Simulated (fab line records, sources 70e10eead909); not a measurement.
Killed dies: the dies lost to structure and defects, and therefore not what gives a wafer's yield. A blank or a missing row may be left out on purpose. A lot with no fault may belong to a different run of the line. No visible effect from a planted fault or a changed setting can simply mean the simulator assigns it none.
Chamber matching | flow nand-harc | NHARC_P_BONDPAD_CMP_32 on cmp-03 has 4 sister chambers
The step polishes SiCN, target thk 200 nm. 18 wafers are shown with their chamber, then 9 later ones without.

== EACH WAFER AND ITS CHAMBER ==
wafer  | chamber | motor-current-A (A)
L076.1 | 3       | 9.9
L076.3 | 1       | 10.7
L076.4 | 0       | 13.5
L079.3 | 0       | 13.2
L079.4 | 2       | 12.3
L079.6 | 3       | 10.0
L080.1 | 2       | 13.3
L080.5 | 2       | 12.9
L080.6 | 1       | 10.8
L083.1 | 2       | 12.6
L083.3 | 0       | 13.7
L083.4 | 3       | 9.3
L084.1 | 1       | 11.0
L084.2 | 3       | 9.4
L084.3 | 2       | 13.2
L085.3 | 3       | 9.6
L085.5 | 0       | 13.7
L085.6 | 3       | 9.8

SIGNATURES (averages over the wafers above)
reading         | chamber 0 | chamber 1 | chamber 2 | chamber 3 | scatter within a chamber
motor-current-A | 13.525    | 10.833    | 12.860    | 9.667     | 0.305
Rule: for a wafer and a chamber, the distance is found by dividing, reading by reading, the gap between the wafer's reading and the chamber's mean by the reading's scatter, squaring, summing and taking the root. If the next closest chamber is less than 2 further off than the closest, the wafer can't be placed; otherwise it belongs to the closest. The scatter: take each reading less its chamber's mean, square it, sum over the shown wafers, divide by the number of wafers less the number of chambers, and take the root.

== WAFERS WITH NO CHAMBER GIVEN ==
wafer  | motor-current-A (A)
L086.2 | 10.1
L086.5 | 12.4
L086.6 | 10.3
L090.1 | 13.4
L090.2 | 10.0
L090.4 | 11.0
L092.1 | 10.0
L092.3 | 9.3
L092.6 | 13.4

== WHICH CHAMBER EACH ONE RAN IN ==
wafer  | from the rows above     | in truth
L086.2 | can't be placed: 3 or 1 | 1
L086.5 | 2                       | 2
L086.6 | can't be placed: 1 or 3 | 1
L090.1 | can't be placed: 0 or 2 | 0
L090.2 | can't be placed: 3 or 1 | 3
L090.4 | 1                       | 1
L092.1 | can't be placed: 3 or 1 | 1
L092.3 | 3                       | 3
L092.6 | can't be placed: 0 or 2 | 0
3 of 9 placed correctly. From these rows, 6 cannot be placed; in 6 the true chamber is one of the candidates. Wrongly placed: 0.
